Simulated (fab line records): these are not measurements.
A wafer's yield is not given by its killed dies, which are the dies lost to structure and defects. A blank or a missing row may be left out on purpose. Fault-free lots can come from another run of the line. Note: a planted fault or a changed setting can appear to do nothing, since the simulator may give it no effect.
The tool behind it: which one? :: flow n5_finfet :: Sampling: 13 lots, 36 wafers, 3 of 1938 route steps

## WHAT THE GAUGES SHOWED, per wafer
N5_PASSIVATION_CD_MEAS_44: target cd 40000 nm. Usual: cd_nm 39999 nm, standard deviation 5.6.
lot: L993
measured: day 13 16:26
on: cd_sem-02
cd_nm (nm): 39998 40005 40005
flag: 

lot: L995
measured: day 14 09:32
on: cd_sem-02
cd_nm (nm): 40006 39997 39999
flag: 

lot: L996
measured: day 14 08:06
on: cd_sem-01
cd_nm (nm): 39997 40000 40003
flag: 

lot: L998
measured: day 14 10:07
on: cd_sem-01
cd_nm (nm): 40000 40000 40006
flag: 

lot: L999
measured: day 14 18:19
on: cd_sem-02
cd_nm (nm): 39996 39988 39997
flag: 

lot: L101
measured: day 15 06:15
on: cd_sem-02
cd_nm (nm): 39994 39999 39999
flag: 

lot: L100
measured: day 15 09:35
on: cd_sem-02
cd_nm (nm): 39995 39995 39992
flag: 

lot: L102
measured: day 15 12:08
on: cd_sem-01
cd_nm (nm): 39995 39997 40007
flag: 

lot: L109
measured: day 17 14:43
on: cd_sem-03
cd_nm (nm): 39997 40000 40004
flag: 

lot: L111
measured: day 18 00:55
on: cd_sem-02
cd_nm (nm): 40005 40012
flag: 

lot: L114
measured: day 18 19:17
on: cd_sem-01
cd_nm (nm): 40002 40005 40010
flag: 

lot: L113
measured: day 18 19:05
on: cd_sem-03
cd_nm (nm): 39999 40012
flag: 

lot: L115
measured: day 19 14:23
on: cd_sem-01
cd_nm (nm): 40000 39999
flag: 

## EACH LOT AND THE TOOL THAT RAN IT (in order: tool; ch and the chambers of the sampled wafers; start)
lot: L993
N5_BEOL_M3_SPUTTER_94: pvd_sputter-01, day 8 18:30
N5_MIM_TOP_ETCH_STRIP_01: rie_diel-04 ch 0,1,3, day 13 06:32

lot: L995
N5_BEOL_M3_SPUTTER_94: pvd_sputter-03, day 9 00:40
N5_MIM_TOP_ETCH_STRIP_01: rie_diel-01 ch 0,2, day 14 00:40

lot: L996
N5_BEOL_M3_SPUTTER_94: pvd_sputter-02, day 9 03:55
N5_MIM_TOP_ETCH_STRIP_01: rie_diel-01 ch 2,3, day 14 00:37

lot: L998
N5_BEOL_M3_SPUTTER_94: pvd_sputter-02, day 9 07:50
N5_MIM_TOP_ETCH_STRIP_01: rie_diel-03 ch 1,2, day 14 03:43

lot: L999
N5_BEOL_M3_SPUTTER_94: pvd_sputter-03, day 9 10:47
N5_MIM_TOP_ETCH_STRIP_01: rie_diel-03 ch 0,1,2, day 14 06:32

lot: L101
N5_BEOL_M3_SPUTTER_94: pvd_sputter-02, day 10 00:21
N5_MIM_TOP_ETCH_STRIP_01: rie_diel-04 ch 1,2,3, day 14 22:30

lot: L100
N5_BEOL_M3_SPUTTER_94: pvd_sputter-02, day 10 16:47
N5_MIM_TOP_ETCH_STRIP_01: rie_diel-03 ch 0,1,3, day 15 04:13

lot: L102
N5_BEOL_M3_SPUTTER_94: pvd_sputter-03, day 10 21:49
N5_MIM_TOP_ETCH_STRIP_01: rie_diel-03 ch 0,1, day 15 04:50

lot: L109
N5_BEOL_M3_SPUTTER_94: pvd_sputter-03, day 12 16:41
N5_MIM_TOP_ETCH_STRIP_01: rie_diel-04 ch 0,3, day 17 06:40

lot: L111
N5_BEOL_M3_SPUTTER_94: pvd_sputter-01, day 12 22:05
N5_MIM_TOP_ETCH_STRIP_01: rie_diel-01 ch 2,3, day 17 17:25

lot: L114
N5_BEOL_M3_SPUTTER_94: pvd_sputter-03, day 13 11:32
N5_MIM_TOP_ETCH_STRIP_01: rie_diel-01 ch 0,1,3, day 18 09:57

lot: L113
N5_BEOL_M3_SPUTTER_94: pvd_sputter-01, day 13 17:44
N5_MIM_TOP_ETCH_STRIP_01: rie_diel-04 ch 1,2, day 18 10:26

lot: L115
N5_BEOL_M3_SPUTTER_94: pvd_sputter-02, day 14 09:51
N5_MIM_TOP_ETCH_STRIP_01: rie_diel-03 ch 0,1, day 19 06:21
- N5_BEOL_M3_SPUTTER_94: material Cu, target thk 4.5 nm, time 8.29 s.
- N5_MIM_TOP_ETCH_STRIP_01: strips in O2.

## AS READ BY THE TOOLS THEMSELVES (means over the sampled wafers that have a number; for cases with no such wafer, the mark the record gives instead)
N5_BEOL_M3_SPUTTER_94. Usual: substrate_temp_c -20.01 C, standard deviation 0.11; throttle_valve_pct 30.2 %, standard deviation 0.7.
lot: L993
tool: pvd_sputter-01
substrate_temp_c (C): -20.06
throttle_valve_pct (%): 30.6
flag: 

lot: L995
tool: pvd_sputter-03
substrate_temp_c (C): -20.03
throttle_valve_pct (%): 29.6
flag: 

lot: L996
tool: pvd_sputter-02
substrate_temp_c (C): -20.01
throttle_valve_pct (%): 30.7
flag: 

lot: L998
tool: pvd_sputter-02
substrate_temp_c (C): -19.94
throttle_valve_pct (%): 30.5
flag: 

lot: L999
tool: pvd_sputter-03
substrate_temp_c (C): -20.04
throttle_valve_pct (%): 29.9
flag: 

lot: L101
tool: pvd_sputter-02
substrate_temp_c (C): -20.16
throttle_valve_pct (%): 31.0
flag: 

lot: L100
tool: pvd_sputter-02
substrate_temp_c (C): -19.97
throttle_valve_pct (%): 30.4
flag: 

lot: L102
tool: pvd_sputter-03
substrate_temp_c (C): -19.97
throttle_valve_pct (%): 29.6
flag: 

lot: L109
tool: pvd_sputter-03
substrate_temp_c (C): -20.00
throttle_valve_pct (%): 29.9
flag: 

lot: L111
tool: pvd_sputter-01
substrate_temp_c (C): -19.84
throttle_valve_pct (%): 31.1
flag: 

lot: L114
tool: pvd_sputter-03
substrate_temp_c (C): -19.98
throttle_valve_pct (%): 29.4
flag: 

lot: L113
tool: pvd_sputter-01
substrate_temp_c (C): -19.98
throttle_valve_pct (%): 30.5
flag: 

lot: L115
tool: pvd_sputter-02
substrate_temp_c (C): -20.12
throttle_valve_pct (%): 31.1
flag: 

N5_MIM_TOP_ETCH_STRIP_01. Usual: drypump_motor_current_A 5.5 A, standard deviation 0.5; oes_product_au 0.80 a.u., standard deviation 0.078; rf_vpp_V 3.7 V, standard deviation 1.4; showerhead_plenum_p_Torr 2.10 Torr, standard deviation 0.074; throttle_valve_pct 16.68 %, standard deviation 0.24.
lot: L993
tool: rie_diel-04
drypump_motor_current_A (A): 5.8
oes_product_au (a.u.): 0.78
rf_vpp_V (V): 2.8
showerhead_plenum_p_Torr (Torr): 2.08
throttle_valve_pct (%): 16.73
flag: 

lot: L995
tool: rie_diel-01
drypump_motor_current_A (A): 5.4
oes_product_au (a.u.): 0.87
rf_vpp_V (V): 3.0
showerhead_plenum_p_Torr (Torr): 2.17
throttle_valve_pct (%): 16.64
flag: 

lot: L996
tool: rie_diel-01
drypump_motor_current_A (A): 5.6
oes_product_au (a.u.): 0.86
rf_vpp_V (V): 4.3
showerhead_plenum_p_Torr (Torr): 2.11
throttle_valve_pct (%): 16.42
flag: 

lot: L998
tool: rie_diel-03
drypump_motor_current_A (A): 5.3
oes_product_au (a.u.): 0.76
rf_vpp_V (V): 2.7
showerhead_plenum_p_Torr (Torr): 2.09
throttle_valve_pct (%): 16.78
flag: 

lot: L999
tool: rie_diel-03
drypump_motor_current_A (A): 5.2
oes_product_au (a.u.): 0.78
rf_vpp_V (V): 3.1
showerhead_plenum_p_Torr (Torr): 2.13
throttle_valve_pct (%): 16.71
flag: 

lot: L101
tool: rie_diel-04
drypump_motor_current_A (A): 5.6
oes_product_au (a.u.): 0.81
rf_vpp_V (V): 3.8
showerhead_plenum_p_Torr (Torr): 2.13
throttle_valve_pct (%): 16.65
flag: 

lot: L100
tool: rie_diel-03
drypump_motor_current_A (A): 5.6
oes_product_au (a.u.): 0.79
rf_vpp_V (V): 2.4
showerhead_plenum_p_Torr (Torr): 2.11
throttle_valve_pct (%): 16.75
flag: 

lot: L102
tool: rie_diel-03
drypump_motor_current_A (A): 5.4
oes_product_au (a.u.): 0.76
rf_vpp_V (V): 4.7
showerhead_plenum_p_Torr (Torr): 2.12
throttle_valve_pct (%): 16.86
flag: 

lot: L109
tool: rie_diel-04
drypump_motor_current_A (A): 5.6
oes_product_au (a.u.): 0.77
rf_vpp_V (V): 3.3
showerhead_plenum_p_Torr (Torr): 2.07
throttle_valve_pct (%): 16.72
flag: 

lot: L111
tool: rie_diel-01
drypump_motor_current_A (A): 5.5
oes_product_au (a.u.): 0.83
rf_vpp_V (V): 3.4
showerhead_plenum_p_Torr (Torr): 2.08
throttle_valve_pct (%): 16.50
flag: 

lot: L114
tool: rie_diel-01
drypump_motor_current_A (A): 5.4
oes_product_au (a.u.): 0.79
rf_vpp_V (V): 3.8
showerhead_plenum_p_Torr (Torr): 2.11
throttle_valve_pct (%): 16.76
flag: 

lot: L113
tool: rie_diel-04
drypump_motor_current_A (A): 5.2
oes_product_au (a.u.): 0.82
rf_vpp_V (V): 3.9
showerhead_plenum_p_Torr (Torr): 2.16
throttle_valve_pct (%): 16.57
flag: 

lot: L115
tool: rie_diel-03
drypump_motor_current_A (A): 5.3
oes_product_au (a.u.): 0.90
rf_vpp_V (V): 3.5
showerhead_plenum_p_Torr (Torr): 2.14
throttle_valve_pct (%): 16.54
flag: 

## THE ANSWER, worked out from the rows above alone
Rule: lot off if the mean of its wafers having a number is beyond 3 standard deviations from the usual mean. Also off: a lot with no number at a reading for which 4 or more lots have one. Where the step has rows for the other lots, those lots are counted as sound. First the gauges in route order, then the tools' own readings, where a lot's mean is used as printed above. At the first step where some lot is off, the reading lying furthest off is the one used; lots without a number count as furthest.
Nothing can be told from this: no lot is off at any reading shown.

## WHAT WAS PUT IN BY THE SIMULATOR
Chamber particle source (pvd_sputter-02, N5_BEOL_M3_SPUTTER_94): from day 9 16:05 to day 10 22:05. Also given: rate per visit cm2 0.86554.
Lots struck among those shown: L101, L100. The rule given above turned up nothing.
